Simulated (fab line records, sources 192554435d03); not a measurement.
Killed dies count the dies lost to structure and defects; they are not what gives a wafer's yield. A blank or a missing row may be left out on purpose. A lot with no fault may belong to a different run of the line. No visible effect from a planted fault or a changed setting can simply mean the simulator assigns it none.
What tool caused it? + flow n5Finfet + 9 lots with 27 wafers sampled at 5 steps, on a route of 1938 steps

== WHAT THE GAUGES SHOWED, per wafer ==
N5_MOL_CONTACT_COAG_CD_MEAS_99 targets a cd of 17.2 nm.
| lot  | measured     | on       | cdNm (nm)      |
|------|--------------|----------|----------------|
| L198 | day 5 08:50  | cdSem-03 | 17.1 17.2 17.0 |
| L205 | day 7 02:53  | cdSem-02 | 16.7 17.7 17.5 |
| L207 | day 7 18:10  | cdSem-01 | 17.3 16.9 16.7 |
| L208 | day 7 22:14  | cdSem-03 | 16.8 16.8 16.7 |
| L209 | day 8 01:38  | cdSem-03 | 17.8 17.8 17.3 |
| L212 | day 8 19:25  | cdSem-02 | 17.5 17.6 16.5 |
| L215 | day 9 14:14  | cdSem-01 | 16.8 16.8 16.7 |
| L218 | day 10 11:58 | cdSem-01 | 16.8 17.5 17.6 |
| L219 | day 10 14:15 | cdSem-03 | 17.1 17.3 17.6 |

N5_BEOL_M4_RC_MEAS_101.
| lot  | measured     | on        | DIBL_N (mV/V)  | DIBL_P (mV/V)  | IOFF_N (nA/um)    | IOFF_P (nA/um)    | ION_N (uA/um) | ION_P (uA/um) | SS_N (mV/dec)  | SS_P (mV/dec)  | VT_N (mV)   | VT_P (mV)      |
|------|--------------|-----------|----------------|----------------|-------------------|-------------------|---------------|---------------|----------------|----------------|-------------|----------------|
| L198 | day 10 07:59 | prober-02 | 36.1 36.0 37.7 | 36.4 36.0 37.8 | 0.148 0.150 0.173 | 0.197 0.196 0.228 | 663 671 666   | 452 462 457   | 71.0 71.1 72.4 | 73.3 73.4 74.0 | 252 253 247 | -252 -255 -250 |
| L205 | day 12 13:01 | prober-01 | 34.5 33.9 35.6 | 36.0 34.6 36.7 | 0.148 0.136 0.175 | 0.217 0.202 0.238 | 665 660 671   | 464 463 462   | 71.5 70.9 71.9 | 73.9 72.9 73.8 | 250 251 247 | -247 -250 -246 |
| L207 | day 12 22:44 | prober-02 | 37.4 32.9 36.3 | 38.0 32.1 35.2 | 0.163 0.104 0.139 | 0.246 0.162 0.201 | 681 668 664   | 466 461 467   | 70.8 70.4 70.6 | 73.6 72.0 72.2 | 250 254 253 | -247 -252 -251 |
| L208 | day 13 19:43 | prober-02 | 36.6 35.7 35.0 | 34.3 35.7 32.6 | 0.161 0.151 0.134 | 0.192 0.210 0.162 | 668 677 659   | 456 458 449   | 72.1 72.2 71.6 | 74.2 73.4 72.8 | 251 249 253 | -252 -251 -255 |
| L209 | day 12 22:57 | prober-01 | 35.4 36.5 36.5 | 34.1 35.8 34.9 | 0.146 0.153 0.155 | 0.177 0.193 0.184 | 670 656 661   | 454 447 453   | 71.3 72.2 71.7 | 72.7 72.5 73.5 | 251 251 251 | -253 -252 -252 |
| L212 | day 14 01:35 | prober-01 | 34.5 34.4 36.1 | 34.0 32.9 35.3 | 0.121 0.116 0.143 | 0.179 0.167 0.204 | 650 656 668   | 454 451 455   | 71.1 70.8 71.9 | 73.7 72.8 72.8 | 254 255 253 | -250 -255 -251 |
| L215 | day 14 23:49 | prober-01 | 36.1 38.2 34.3 | 35.1 36.6 31.9 | 0.165 0.209 0.121 | 0.231 0.262 0.186 | 666 691 652   | 467 470 458   | 71.9 71.8 70.9 | 72.7 73.3 72.6 | 245 243 251 | -246 -244 -251 |
| L218 | day 15 11:44 | prober-02 | 37.6 36.5 36.8 | 35.2 35.3 36.0 | 0.177 0.159 0.167 | 0.217 0.212 0.225 | 680 669 679   | 463 461 464   | 71.3 70.4 71.2 | 73.9 72.7 73.7 | 248 250 250 | -248 -250 -252 |
| L219 | day 15 13:35 | prober-02 | 36.4 32.1 38.1 | 37.8 30.6 38.0 | 0.167 0.103 0.195 | 0.192 0.114 0.186 | 676 649 674   | 457 443 452   | 71.4 70.6 72.7 | 73.8 71.6 73.5 | 247 255 247 | -252 -260 -255 |

== TOOL THAT RAN EACH LOT (tool first, then ch and the chambers of the sampled wafers, then the start) ==
| lot  | N5_GATE_CUT_CMP_43            | N5_MOL_CONTACT_COAG_ETCH_105      | N5_MOL_CONTACT_COAG_ETCH_110      |
|------|-------------------------------|-----------------------------------|-----------------------------------|
| L198 | cmp-02 ch 0,1,2, day 5 07:09  | rieDiel-01 ch 1,3, day 5 08:29    | rieDiel-01 ch 1,3, day 5 08:43    |
| L205 | cmp-01 ch 0,1,3, day 7 01:10  | rieDiel-01 ch 0,1, day 7 02:33    | rieDiel-01 ch 0,1, day 7 02:46    |
| L207 | cmp-01 ch 0,1,3, day 7 16:38  | rieDiel-01 ch 0,2,3, day 7 17:50  | rieDiel-01 ch 0,2,3, day 7 18:03  |
| L208 | cmp-01 ch 0,2,3, day 7 20:56  | rieDiel-03 ch 0,1,3, day 7 21:53  | rieDiel-03 ch 0,1,3, day 7 22:07  |
| L209 | cmp-02 ch 0,3, day 7 23:55    | rieDiel-04 ch 0,2, day 8 01:08    | rieDiel-04 ch 0,2, day 8 01:28    |
| L212 | cmp-02 ch 2,3, day 8 17:51    | rieDiel-04 ch 1,2, day 8 19:04    | rieDiel-04 ch 1,2, day 8 19:18    |
| L215 | cmp-01 ch 1,3, day 9 12:44    | rieDiel-03 ch 0,1, day 9 13:53    | rieDiel-03 ch 0,1, day 9 14:07    |
| L218 | cmp-01 ch 0,1, day 10 10:26   | rieDiel-04 ch 0,1,2, day 10 11:38 | rieDiel-04 ch 0,1,2, day 10 11:51 |
| L219 | cmp-02 ch 0,2,3, day 10 12:40 | rieDiel-04 ch 0,1,2, day 10 13:54 | rieDiel-04 ch 0,1,2, day 10 14:08 |
- N5_GATE_CUT_CMP_43: polishes SiO2.
- N5_MOL_CONTACT_COAG_ETCH_105: etches SiARC in CF4, target depth 15.6 nm, time 26 s.
- N5_MOL_CONTACT_COAG_ETCH_110: etches Si in CF4/O2, target depth 2.5 nm, time 8 s.

== AS READ BY THE TOOLS THEMSELVES (means over the sampled wafers that have a number; for cases with no such wafer, the mark the record gives instead) ==
N5_GATE_CUT_CMP_43.
| lot  | tool   | motorCurrentA (A) | slurryFlowMlMin |
|------|--------|-------------------|-----------------|
| L198 | cmp-02 | 13.0              | 149.8           |
| L205 | cmp-01 | 11.7              | 150.0           |
| L207 | cmp-01 | 11.7              | 150.1           |
| L208 | cmp-01 | 12.5              | 150.3           |
| L209 | cmp-02 | 12.6              | 149.8           |
| L212 | cmp-02 | 13.9              | 149.8           |
| L215 | cmp-01 | 11.8              | 149.9           |
| L218 | cmp-01 | 11.8              | 150.1           |
| L219 | cmp-02 | 12.9              | 149.7           |

N5_MOL_CONTACT_COAG_ETCH_105.
| lot  | tool       | drypumpMotorCurrentA (A) | etchRfOnTimeS (s) | oesProductAu (a.u.) | rfFwdPowerW (W) | rfVppV (V) | showerheadPlenumPTorr (Torr) | throttleValvePct (%) |
|------|------------|--------------------------|-------------------|---------------------|-----------------|------------|------------------------------|----------------------|
| L198 | rieDiel-01 | 5.9                      | 25.6              | 0.85                | 529.6           | 182.9      | 2.10                         | 15.37                |
| L205 | rieDiel-01 | 6.0                      | 31.6              | 0.66                | 530.7           | 184.5      | 2.13                         | 15.66                |
| L207 | rieDiel-01 | 6.3                      | 31.4              | 0.62                | 531.0           | 184.4      | 2.13                         | 15.67                |
| L208 | rieDiel-03 | 5.8                      | 26.5              | 0.60                | 531.8           | 184.4      | 2.15                         | 15.64                |
| L209 | rieDiel-04 | 5.7                      | 26.5              | 0.62                | 530.9           | 183.7      | 2.09                         | 15.90                |
| L212 | rieDiel-04 | 6.1                      | 26.3              | 0.75                | 531.9           | 182.6      | 2.14                         | 15.39                |
| L215 | rieDiel-03 | 5.4                      | 26.6              | 0.76                | 531.9           | 184.1      | 2.14                         | 15.33                |
| L218 | rieDiel-04 | 6.0                      | 26.8              | 0.66                | 533.4           | 183.8      | 2.12                         | 15.71                |
| L219 | rieDiel-04 | 6.0                      | 26.6              | 0.66                | 531.2           | 184.1      | 2.12                         | 15.71                |

N5_MOL_CONTACT_COAG_ETCH_110.
| lot  | tool       | drypumpMotorCurrentA (A) | oes_ar_750_au (a.u.) | oesProductAu (a.u.) | rfFwdPowerW (W) | rfVppV (V) | showerheadPlenumPTorr (Torr) | throttleValvePct (%) |
|------|------------|--------------------------|----------------------|---------------------|-----------------|------------|------------------------------|----------------------|
| L198 | rieDiel-01 | 5.8                      | 0.97                 | 0.99                | 197.7           | 127.3      | 2.18                         | 10.4                 |
| L205 | rieDiel-01 | 6.0                      | 0.85                 | 0.85                | 198.3           | 127.1      | 2.22                         | 10.7                 |
| L207 | rieDiel-01 | 6.3                      | 0.80                 | 0.80                | 198.0           | 126.4      | 2.21                         | 10.8                 |
| L208 | rieDiel-03 | 5.8                      | 0.70                 | 0.69                | 198.6           | 127.8      | 2.23                         | 10.9                 |
| L209 | rieDiel-04 | 5.7                      | 0.74                 | 0.74                | 198.3           | 129.7      | 2.17                         | 11.0                 |
| L212 | rieDiel-04 | 6.1                      | 0.86                 | 0.87                | 198.1           | 131.0      | 2.22                         | 10.5                 |
| L215 | rieDiel-03 | 5.3                      | 0.88                 | 0.88                | 196.7           | 128.2      | 2.22                         | 10.4                 |
| L218 | rieDiel-04 | 6.0                      | 0.78                 | 0.77                | 198.4           | 129.9      | 2.21                         | 10.8                 |
| L219 | rieDiel-04 | 6.0                      | 0.77                 | 0.77                | 198.3           | 130.1      | 2.21                         | 10.8                 |

== THE ANSWER, worked out from the rows above alone ==
Rule: what is usual is taken from the lots themselves. Put in order of their means at a reading, lots are off if they are a third of the lots or fewer, leave a main group of 4 or more, and stand apart from it by a gap of 3 or more times the standard deviation of the main group's means; of several such gaps the widest counts. The tables above print the reading to a certain number of digits; a main group whose means all agree to those digits is not used. Also off: a lot with no number at a reading for which 4 or more lots have one. Any other lot the step has rows for is counted as sound. The gauges are gone through in route order, then the tools' own readings, and for those a lot's mean is taken as printed above. The first step at which some lot is off is used, and at that step the reading that is off furthest; a lot without a number counts as furthest.
Off: L205, L207 (N5_MOL_CONTACT_COAG_ETCH_105, etchRfOnTimeS). The main group has a mean of 26.4 s with a standard deviation of 0.36.
A tool fits if, at that step or a process step before it, it ran every lot that is off, and no sound lot after the first of them. One fits: rieDiel-01 at N5_MOL_CONTACT_COAG_ETCH_105. Its last sound lot is L198 (day 5 08:29), its first lot that is off L205 (day 7 02:33): a fault that began between those two fits.
The tool's own readings at N5_MOL_CONTACT_COAG_ETCH_105 bear it out: on the lots that are off they differ by more than 5 times the standard deviation of the sound lots' means. etchRfOnTimeS reads 31.5 s there against 26.4 s on the sound lots.

== WHAT WAS PUT IN BY THE SIMULATOR ==
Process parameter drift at N5_MOL_CONTACT_COAG_ETCH_105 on rieDiel-01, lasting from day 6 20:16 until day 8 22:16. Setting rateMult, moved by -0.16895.
Shown lots that were struck: L205, L207. This agrees with what the rule above found.
